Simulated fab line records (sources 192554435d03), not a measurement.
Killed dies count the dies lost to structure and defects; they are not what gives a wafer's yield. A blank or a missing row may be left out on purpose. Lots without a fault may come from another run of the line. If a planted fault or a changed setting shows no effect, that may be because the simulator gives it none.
Split-lot trial ; flow n5 finfet ; 21 wafers read from 7 lots, route of 1938 steps

== ABOUT THE SPLIT ==
At N5_DUMMY_GATE_HM_DEP_06 (deposits SiNx from DCS/NH3, target thk 80 nm, time 5141 s), the setting time s was moved away from the recipe's 5141 s on 12 of the 21 wafers read, by -13.7% to -5.7%. The other wafers ran this setting at the recipe's value.

The split's own step is where the reading is taken.

== THE READING ==
SiNx_of_DUMMY_GATE_HM_DEP_06.thk nm (the simulator's own value, which no gauge read), in nm, at N5_DUMMY_GATE_HM_DEP_06 (deposits SiNx from DCS/NH3, target thk 80 nm, time 5141 s). The file does not state a usual value for it. Average 79.6 nm, standard deviation 0.51 nm, over the 9 wafers here run with the recipe.

wafer;tool, chamber at the split;time s as run, s;against the recipe;SiNx_of_DUMMY_GATE_HM_DEP_06.thk nm, nm;against lot-mates on the recipe
L075.3;-, -;5141;recipe;80.2;-
L075.5;-, -;5141;recipe;79.2;-
L075.6;-, -;5141;recipe;79.4;-
L085.1;-, -;4437;-13.7%;69.8;no lot-mate on the recipe
L085.5;-, -;4437;-13.7%;69.2;no lot-mate on the recipe
L085.6;-, -;4437;-13.7%;69;no lot-mate on the recipe
L088.2;-, -;4617;-10.2%;71.8;no lot-mate on the recipe
L088.4;-, -;4617;-10.2%;71.8;no lot-mate on the recipe
L088.6;-, -;4617;-10.2%;72;no lot-mate on the recipe
L089.1;-, -;4496;-12.5%;68.4;no lot-mate on the recipe
L089.4;-, -;4496;-12.5%;68.4;no lot-mate on the recipe
L089.6;-, -;4496;-12.5%;68.4;no lot-mate on the recipe
L093.1;-, -;5141;recipe;79.6;-
L093.3;-, -;5141;recipe;79.4;-
L093.6;-, -;5141;recipe;80.4;-
L095.2;lpcvd-02, 0/20;5141;recipe;79;-
L095.5;lpcvd-02, 0/34;5141;recipe;79.2;-
L095.6;lpcvd-02, 0/39;5141;recipe;80.4;-
L096.2;-, -;4850;-5.7%;75.4;no lot-mate on the recipe
L096.3;-, -;4850;-5.7%;75.4;no lot-mate on the recipe
L096.6;-, -;4850;-5.7%;74.8;no lot-mate on the recipe

THE FIT
A straight line over all 21 wafers: SiNx_of_DUMMY_GATE_HM_DEP_06.thk nm changes by +0.806 nm for each +1% of time s; r = +0.99; the points scatter about the line by 0.69 nm.
Too few moved wafers with a lot-mate on the recipe to fit a line net of each lot's own level.

== THE FILE'S OWN FIT ==
SiNx_of_DUMMY_GATE_HM_DEP_06.thk nm changes by +0.806 nm for each +1% of time s, r = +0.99.
